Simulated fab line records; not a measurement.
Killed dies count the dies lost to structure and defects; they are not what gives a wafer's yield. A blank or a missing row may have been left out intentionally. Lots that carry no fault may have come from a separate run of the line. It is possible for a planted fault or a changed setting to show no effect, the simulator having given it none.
Chamber matching	flow n5_finfet	N5_MOL_CONTACT_COAG_STRIP_96 on rie_diel-03 has 4 sister chambers
The step strips in N2/H2. 16 wafers are shown with their chamber, then 8 later ones without.

WAFERS WITH THEIR CHAMBER
wafer	chamber	throttle_valve_pct (%)	showerhead_plenum_p_Torr (Torr)	oes_product_au (a.u.)
L079.1	1	18.65	3.39	0.78
L079.3	3	19.11	3.45	0.68
L079.5	3	19.13	3.45	0.68
L085.2	0	18.33	3.51	0.81
L085.3	3	19.13	3.45	0.67
L085.6	2	18.54	3.33	0.78
L086.2	1	18.64	3.38	0.76
L086.3	3	19.14	3.44	0.67
L086.4	2	18.58	3.33	0.77
L089.1	0	18.34	3.50	0.79
L089.5	1	18.70	3.37	0.76
L089.6	0	18.33	3.50	0.79
L092.1	2	18.60	3.33	0.76
L092.2	1	18.69	3.37	0.75
L092.5	2	18.60	3.32	0.76
L093.2	0	18.35	3.50	0.79

SIGNATURES (averages over the wafers above)
reading	chamber 0	chamber 1	chamber 2	chamber 3	scatter within a chamber
throttle_valve_pct	18.3375	18.6700	18.5800	19.1275	0.0219
showerhead_plenum_p_Torr	3.5025	3.3775	3.3275	3.4475	0.00645
oes_product_au	0.7950	0.7625	0.7675	0.6750	0.00979
Rule: a wafer's distance from a chamber is the root of the sum, over the readings, of the square of ((its reading less the chamber's mean) divided by the reading's scatter). If the next closest chamber is less than 2 further off than the closest, the wafer can't be placed; otherwise it belongs to the closest. How the scatter is found: for the shown wafers, subtract from each reading the mean of its chamber, square and add these, divide the total by (wafers less chambers), then take the root.

WAFERS WITHOUT THEIR CHAMBER
wafer	throttle_valve_pct (%)	showerhead_plenum_p_Torr (Torr)	oes_product_au (a.u.)
L093.4	18.60	3.32	0.76
L093.6	18.74	3.44	0.96
L096.1	18.74	3.44	0.94
L096.2	18.70	3.37	0.75
L096.3	18.59	3.32	0.76
L097.1	18.61	3.32	0.74
L097.4	18.77	3.44	0.93
L097.5	18.70	3.37	0.73

WHICH CHAMBER EACH WENT THROUGH
wafer	from the rows above	in truth
L093.4	2	2
L093.6	1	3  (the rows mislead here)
L096.1	1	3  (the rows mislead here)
L096.2	1	1
L096.3	2	2
L097.1	2	2
L097.4	1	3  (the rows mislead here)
L097.5	1	1
5 of 8 placed correctly. Can't be placed from these rows: 0. Placed wrongly: 3.
